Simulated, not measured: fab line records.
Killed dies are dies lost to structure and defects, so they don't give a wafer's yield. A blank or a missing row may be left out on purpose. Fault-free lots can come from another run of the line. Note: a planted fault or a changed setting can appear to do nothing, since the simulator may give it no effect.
The tool behind it: which one? -- flow nandHarc -- 10 lots with 29 wafers sampled at 2 steps, on a route of 1159 steps

## WHAT EACH GAUGE READ, for each wafer
NHARC_P_ZERO_WELL_CD_MEAS_11: the cd target is 500 nm.
lot,measured,on,cdNm (nm)
L107,day 1 13:08,cdSem-01,500.5 500.0 500.4
L108,day 1 19:14,cdSem-02,498.6 499.3 500.3
L109,day 2 01:15,cdSem-01,501.2 498.1 497.8
L110,day 2 07:15,cdSem-02,500.0 497.9 498.6
L111,day 2 13:07,cdSem-01,501.7 499.4 497.1
L112,day 2 19:14,cdSem-03,503.4 502.9 501.1
L118,day 4 07:08,cdSem-03,493.5 496.5
L120,day 4 19:08,cdSem-02,499.6 502.2 491.4
L124,day 5 19:44,cdSem-02,500.8 499.8 501.4
L126,day 6 07:14,cdSem-01,500.6 498.5 500.5

## WHICH TOOL RAN EACH LOT (tool, then ch and the chambers of the sampled wafers, then the start)
lot,NHARC_P_ZERO_WELL_SOFTBAKE_06
L107,"lithoTrack-05 ch 0, day 1 12:00"
L108,"lithoTrack-03 ch 0, day 1 18:00"
L109,"lithoTrack-05 ch 0, day 2 00:00"
L110,"lithoTrack-07 ch 0, day 2 06:00"
L111,"lithoTrack-05 ch 0, day 2 12:00"
L112,"lithoTrack-07 ch 0, day 2 18:00"
L118,"lithoTrack-07 ch 0, day 4 06:00"
L120,"lithoTrack-07 ch 0, day 4 18:00"
L124,"lithoTrack-05 ch 0, day 5 19:00"
L126,"lithoTrack-03 ch 0, day 6 06:00"
- NHARC_P_ZERO_WELL_SOFTBAKE_06: time 70 s.

## WHAT THE TOOLS THEMSELVES READ (means of the sampled wafers that have a number; where no wafer has one, the mark that the record gives instead)
NHARC_P_ZERO_WELL_SOFTBAKE_06.
lot,tool,heaterPowerTotalW (W)
L107,lithoTrack-05,201.1
L108,lithoTrack-03,201.8
L109,lithoTrack-05,200.4
L110,lithoTrack-07,202.4
L111,lithoTrack-05,200.2
L112,lithoTrack-07,202.0
L118,lithoTrack-07,267.6
L120,lithoTrack-07,246.2
L124,lithoTrack-05,200.4
L126,lithoTrack-03,200.2

## THE ANSWER, worked out from the rows above alone
Rule: the usual values come from the lots themselves. Put in order of their means at a reading, lots are off if they are a third of the lots or fewer, leave a main group of 4 or more, and stand apart from it by a gap of 3 or more times the standard deviation of the main group's means; of several such gaps the widest counts. Not used: any main group whose means are identical at the precision the tables above print for the reading. A lot without any number at a reading at which 4 lots or more have one is off too. Any other lot the step has rows for is counted as sound. After the gauges, taken in route order, come the tools' own readings; for these a lot's mean is taken, as printed above. At the first step where some lot is off, the reading lying furthest off is the one used; lots without a number count as furthest.
Off: L118, L120 (NHARC_P_ZERO_WELL_SOFTBAKE_06, heaterPowerTotalW). The main group has a mean of 201.1 W with a standard deviation of 0.84.
If a tool, at that step or one of the process steps before it, ran each lot that is off and ran no sound lot following the first of them, it fits. One candidate fits, namely lithoTrack-07 at NHARC_P_ZERO_WELL_SOFTBAKE_06. A fault onset in the window from L112 (day 2 18:00, its last sound lot) to L118 (day 4 06:00, its first lot off) fits.
The tool's own readings at NHARC_P_ZERO_WELL_SOFTBAKE_06 bear it out: on the lots that are off they differ by more than 5 times the standard deviation of the sound lots' means. heaterPowerTotalW reads 256.9 W there against 201.1 W on the sound lots.

## WHAT HAD BEEN PUT IN BY THE SIMULATOR
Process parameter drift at NHARC_P_ZERO_WELL_SOFTBAKE_06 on lithoTrack-07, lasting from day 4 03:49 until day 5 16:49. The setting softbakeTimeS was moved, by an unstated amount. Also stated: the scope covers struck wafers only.
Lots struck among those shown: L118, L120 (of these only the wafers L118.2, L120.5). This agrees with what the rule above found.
